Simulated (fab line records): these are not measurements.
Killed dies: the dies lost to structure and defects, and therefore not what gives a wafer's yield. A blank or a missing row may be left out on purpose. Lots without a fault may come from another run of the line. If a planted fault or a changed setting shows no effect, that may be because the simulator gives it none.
Comparing a struck lot with a sound one -- flow nand_harc -- 15 steps out of a route of 1159
Sound: these wafers, L172.1, L172.4, L172.6. The struck wafers were L184.1, L184.3, L184.6. At the end, the cause is stated.
Per side, at each step with rows, come the tool, then ch with its chambers, and then its first start. Under that, the readings that differ: sound wafers -- struck wafers -- difference of the means -- sigmas: that difference in standard deviations of wafers without a fault.
alike: a reading whose means differ by less than 2 such deviations, as well as words and numbers matching on both sides. not compared: withheld readings; readings where some wafer has no value; bounds like >300 that might hide an equal value; numbers whose values overlap and for which the record gives no deviation.
A row with sigmas, a row that says differs or no value, or rows on one side alone: a step with any of these is where the two part. Numbers that have no deviation but don't overlap get no sigmas and don't part them. Lack of a reading on every wafer of one side parts them only where that side has two or more wafers.

NHARC_A_SGD_CUT_THK_MEAS_22: measures by ellipsometry.
  struck on film_metro-02, day 17 02:09; sound on film_metro-02, day 14 09:43
  alike: thk_nm
then, 2 steps without rows for these wafers: NHARC_A_SGD_CUT_SRD_23; NHARC_A_SGD_CUT_ETCH_26 (etches SiO2 in dHF, target depth 45.8 nm).
NHARC_A_SGD_CUT_ETCHBACK_24: etches the open film in CH3F/O2, target depth 50 nm, time 92.857 s.
  sound on rie_diel-05 ch 0,3, day 14 09:59; struck on rie_diel-11 ch 0,1,2, day 17 02:22
  alike: bias_w, drypump_motor_current_A, oes_product_au, rf_vpp_V, showerhead_plenum_p_Torr, throttle_valve_pct
  not compared: rf_hours_counter_h
NHARC_A_SGD_CUT_STRIP_28: strips in O2, time 20 s.
  sound on rie_diel-05 ch 0,3, day 14 10:07; struck on rie_diel-11 ch 1,2,3
  alike: drypump_motor_current_A, oes_product_au, rf_vpp_V, showerhead_plenum_p_Torr, throttle_valve_pct
  not compared: rf_hours_counter_h
NHARC_A_SGD_CUT_INSPECT_25:
  struck on defect_inspect-02, day 17 02:37; sound on defect_inspect-01, day 14 10:13
  alike: raw_defect_count
NHARC_A_SLIT_DEP_25: deposits SiO2, target thk 200 nm.
  sound on pecvd-04 ch 0,1,2, day 14 10:17; struck on pecvd-02 ch 0,1,2, day 17 03:08
  alike: heater_power_w, showerhead_vpp_V, throttle_valve_pct
NHARC_A_SLIT_DEP_00: deposits aC, target thk 3200 nm.
  sound on acl_dep-02 ch 0, day 14 10:38; struck on acl_dep-03 ch 0, day 17 04:04
  alike: throttle_valve_pct
NHARC_A_SLIT_DEP_23: deposits SiON, target thk 100 nm.
  sound on pecvd-02 ch 0,1,2, day 14 12:42; struck on pecvd-03 ch 0,1, day 17 06:08
reading,sound,struck,difference,sigmas
heater_power_w (W),645 668 578,927 965 812,+271,+3
  alike: showerhead_vpp_V
then, 3 steps without rows for these wafers: NHARC_A_SLIT_DEHYDRATE_01 (time 120 s); NHARC_A_SLIT_HMDS_02 (time 30 s); NHARC_A_SLIT_COAT_03 (resist thk 90 nm).
NHARC_A_SLIT_SOFTBAKE_04: time 55 s.
  sound on litho_track-06 ch 0, day 14 12:00; struck on litho_track-06 ch 0, day 17 06:00
reading,sound,struck,difference,sigmas
heater_power_total_W (W),188.20 188.31 188.21,214.54 214.35 214.08,+26.08,+99 or more
then, 1 step without rows for these wafers: NHARC_A_SLIT_EBR_05.
-- jump in the record: it breaks off in module A_SLIT and resumes in module END (first step shown: number 1159 of the route), and 5 days separate the struck wafers' starts before and after --
NHARC_END_SORT_01:
  here the record holds rows for the struck wafers (prober-01 ch 0, day 22 03:27) but none for the sound ones

## WHERE THEY PART
Earliest at NHARC_A_SLIT_DEP_23; latest, in this record, at NHARC_END_SORT_01.

WHY: whatever the simulator had introduced
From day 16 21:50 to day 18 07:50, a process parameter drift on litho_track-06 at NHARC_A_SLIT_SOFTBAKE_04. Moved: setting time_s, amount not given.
